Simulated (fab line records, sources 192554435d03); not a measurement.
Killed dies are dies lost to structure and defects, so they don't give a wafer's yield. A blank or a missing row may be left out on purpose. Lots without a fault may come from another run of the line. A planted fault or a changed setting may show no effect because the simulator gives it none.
Which tool did it? | flow n5_finfet | 10 lots, 30 wafers sampled, at 3 steps of a route of 1938

WHAT THE GAUGES READ, wafer by wafer
N5_BEOL_M4_RC_MEAS_101.
lot  | measured     | on        | IOFF_N (nA/um)
L276 | day 8 10:36  | prober-02 | 0.182 0.165 0.146
L280 | day 9 14:58  | prober-02 | 0.115 0.204 0.149
L281 | day 9 20:05  | prober-02 | 0.138 0.160 0.155
L284 | day 10 12:09 | prober-02 | 0.176 0.135 0.126
L285 | day 11 10:22 | prober-01 | 0.149 0.153 0.192
L286 | day 11 12:47 | prober-02 | 0.162 0.161 0.119
L294 | day 13 10:14 | prober-01 | 0.082 0.091 0.072
L296 | day 13 14:39 | prober-02 | 0.081 0.078 0.094
L297 | day 13 18:20 | prober-02 | 0.143 0.158 0.135
L298 | day 14 09:39 | prober-01 | 0.164 0.149 0.156

WHICH TOOL RAN EACH LOT (tool, then ch and the chambers of the sampled wafers, then the start)
lot  | N5_SD_EPI_N_ETCHBACK_44           | N5_SD_EPI_N_VAPOR_ETCH_50
L276 | rie_diel-05 ch 0,2,3, day 3 03:20 | epi_rpcvd-01 ch 0, day 3 04:29
L280 | rie_diel-01 ch 1,2,3, day 4 03:44 | epi_rpcvd-02 ch 0, day 4 05:19
L281 | rie_diel-05 ch 0,2, day 4 08:35   | epi_rpcvd-01 ch 0, day 4 09:40
L284 | rie_diel-01 ch 1,3, day 5 05:23   | epi_rpcvd-01 ch 0, day 5 06:29
L285 | rie_diel-01 ch 0,2,3, day 5 10:14 | epi_rpcvd-01 ch 0, day 5 11:22
L286 | rie_diel-04 ch 0,2,3, day 5 13:00 | epi_rpcvd-02 ch 0, day 5 14:10
L294 | rie_diel-05 ch 0,2,3, day 7 19:26 | epi_rpcvd-01 ch 0, day 7 20:44
L296 | rie_diel-01 ch 0,2,3, day 8 08:11 | epi_rpcvd-01 ch 0, day 8 09:23
L297 | rie_diel-01 ch 0,3, day 8 12:53   | epi_rpcvd-03 ch 0, day 8 14:03
L298 | rie_diel-05 ch 1,2, day 8 16:16   | epi_rpcvd-03 ch 0, day 8 17:21
- N5_SD_EPI_N_ETCHBACK_44: etches SiNx in CH3F/O2, stops on SiO2, target depth 14.5 nm.
- N5_SD_EPI_N_VAPOR_ETCH_50: etches Si in HCl, time 54 s.

THE ANSWER, worked out from the rows above alone
Rule: what is usual is taken from the lots themselves. Put in order of their means at a reading, lots are off if they are a third of the lots or fewer, leave a main group of 4 or more, and stand apart from it by a gap of 3 or more times the standard deviation of the main group's means; of several such gaps the widest counts. A main group whose means are all the same, to the digits that the tables above print for the reading, isn't used. A lot without any number at a reading at which 4 lots or more have one is off too. The other lots that the step has rows for count as sound.
Off: L294, L296, at N5_BEOL_M4_RC_MEAS_101 (IOFF_N). The main group: mean 0.154 nA/um, standard deviation 0.0073.
A tool fits if, at a process step before that reading, it ran every lot that is off, and no sound lot after the first of them. The gauges at N5_BEOL_M4_RC_MEAS_101 are tried like those tools. One fits: epi_rpcvd-01 at N5_SD_EPI_N_VAPOR_ETCH_50. Its last sound lot is L285 (day 5 11:22), its first lot that is off L294 (day 7 20:44): a fault that began between those two fits.

WHAT THE SIMULATOR HAD PUT IN
Process parameter drift: epi_rpcvd-01, from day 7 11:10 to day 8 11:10, at N5_SD_EPI_N_VAPOR_ETCH_50. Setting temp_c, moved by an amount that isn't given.
Lots struck among those shown: L294, L296. The rule above found the same.
